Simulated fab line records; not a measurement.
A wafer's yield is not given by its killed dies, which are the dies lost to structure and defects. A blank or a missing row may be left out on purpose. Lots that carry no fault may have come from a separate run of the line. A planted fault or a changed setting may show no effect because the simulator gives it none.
Check of tool commonality -- flow n5Finfet -- 10 lots and 30 wafers in the sample

REASON FOR OPENING
Of 10 lots, 3 have the reading CJ_N flagged at N5_BEOL_M4_RC_MEAS_101. Fault-free wafers read 4.32, with a standard deviation of 0.081.
Rule: a lot is flagged when every wafer of it that has a number lies more than 4 standard deviations from that mean, or none has a number. As for the other lots, they are considered sound.

lot,measured,on,"CJ_N, wafer by wafer",flag
L714,day 8 01:25,prober-02,4.33 4.31 4.36,
L715,day 8 09:25,prober-02,4.28 4.44 4.32,
L716,day 8 23:57,prober-01,3.46 3.49 3.47,FLAGGED
L717,day 9 00:14,prober-02,3.55 3.47 3.48,FLAGGED
L719,day 9 06:33,prober-02,3.62 3.40 3.53,FLAGGED
L728,day 11 09:40,prober-02,4.40 4.45 4.25,
L730,day 12 05:17,prober-02,4.36 4.34 4.43,
L731,day 12 11:53,prober-01,4.34 4.35 4.33,
L734,day 12 21:25,prober-02,4.35 4.51 4.37,
L733,day 13 01:37,prober-01,4.39 4.37 4.28,
The numbers of the flagged lots are 3.50 on average: -0.82 against the usual, or -10 standard deviations.

TOOL THAT RAN EACH LOT
2 process steps preceding the reading are held in the record, out of 1938 steps in the route. Read each cell as the tool, then ch plus the chambers that the sampled wafers visited, then the start.
lot,flag,N5_WELL_APT_EPI_41,N5_BEOL_M4_ANNEAL_51
L714,,"epiRpcvd-01 ch 0, day 1 16:16","rtpAnneal-02 ch 0, day 8 00:29"
L715,,"epiRpcvd-01 ch 0, day 1 22:23","rtpAnneal-02 ch 0, day 8 08:30"
L716,FLAGGED,"epiRpcvd-01 ch 0, day 2 04:39","rtpAnneal-01 ch 0, day 8 23:02"
L717,FLAGGED,"epiRpcvd-01 ch 0, day 2 10:32","rtpAnneal-02 ch 0, day 8 23:11"
L719,FLAGGED,"epiRpcvd-01 ch 0, day 2 22:20","rtpAnneal-02 ch 0, day 9 05:37"
L728,,"epiRpcvd-04 ch 0, day 5 04:03","rtpAnneal-02 ch 0, day 11 08:39"
L730,,"epiRpcvd-01 ch 0, day 5 16:38","rtpAnneal-01 ch 0, day 12 04:23"
L731,,"epiRpcvd-01 ch 0, day 5 22:26","rtpAnneal-01 ch 0, day 12 10:55"
L734,,"epiRpcvd-04 ch 0, day 6 16:26","rtpAnneal-02 ch 0, day 12 20:24"
L733,,"epiRpcvd-01 ch 0, day 6 10:19","rtpAnneal-02 ch 0, day 13 00:29"
What these steps do:
- N5_WELL_APT_EPI_41: deposits Si from SiH4/H2, target thk 50 nm, time 297.7 s.
- N5_BEOL_M4_ANNEAL_51: time 90 s.
- N5_BEOL_M4_RC_MEAS_101

FLAGGED OVER TOTAL, TOOL BY TOOL (the gauges that took the reading come last)
step,tool,lots run,flagged,share of the flagged lots,sound lots run after its first flagged lot
N5_WELL_APT_EPI_41,epiRpcvd-01,8,3,all,"3 (L730,L731,L733)"
N5_WELL_APT_EPI_41,epiRpcvd-04,2,0,none,-
N5_BEOL_M4_ANNEAL_51,rtpAnneal-01,3,1,some,"2 (L730,L731)"
N5_BEOL_M4_ANNEAL_51,rtpAnneal-02,7,2,some,"3 (L728,L734,L733)"
N5_BEOL_M4_RC_MEAS_101,prober-01,3,1,some,"2 (L731,L733)"
N5_BEOL_M4_RC_MEAS_101,prober-02,7,2,some,"3 (L728,L730,L734)"

WHAT THE TABLE ALLOWS
1 row of the table ran every flagged lot: epiRpcvd-01 at N5_WELL_APT_EPI_41.
- epiRpcvd-01 at N5_WELL_APT_EPI_41 ran 8 lots, 3 of them flagged. After the first flagged lot (L730, L731, L733), sound lots still ran on it; a lasting fault on the whole tool would not permit that.
Every row of the table either missed a flagged lot or ran a sound lot after the first.

WHAT HAD BEEN PUT IN BY THE SIMULATOR
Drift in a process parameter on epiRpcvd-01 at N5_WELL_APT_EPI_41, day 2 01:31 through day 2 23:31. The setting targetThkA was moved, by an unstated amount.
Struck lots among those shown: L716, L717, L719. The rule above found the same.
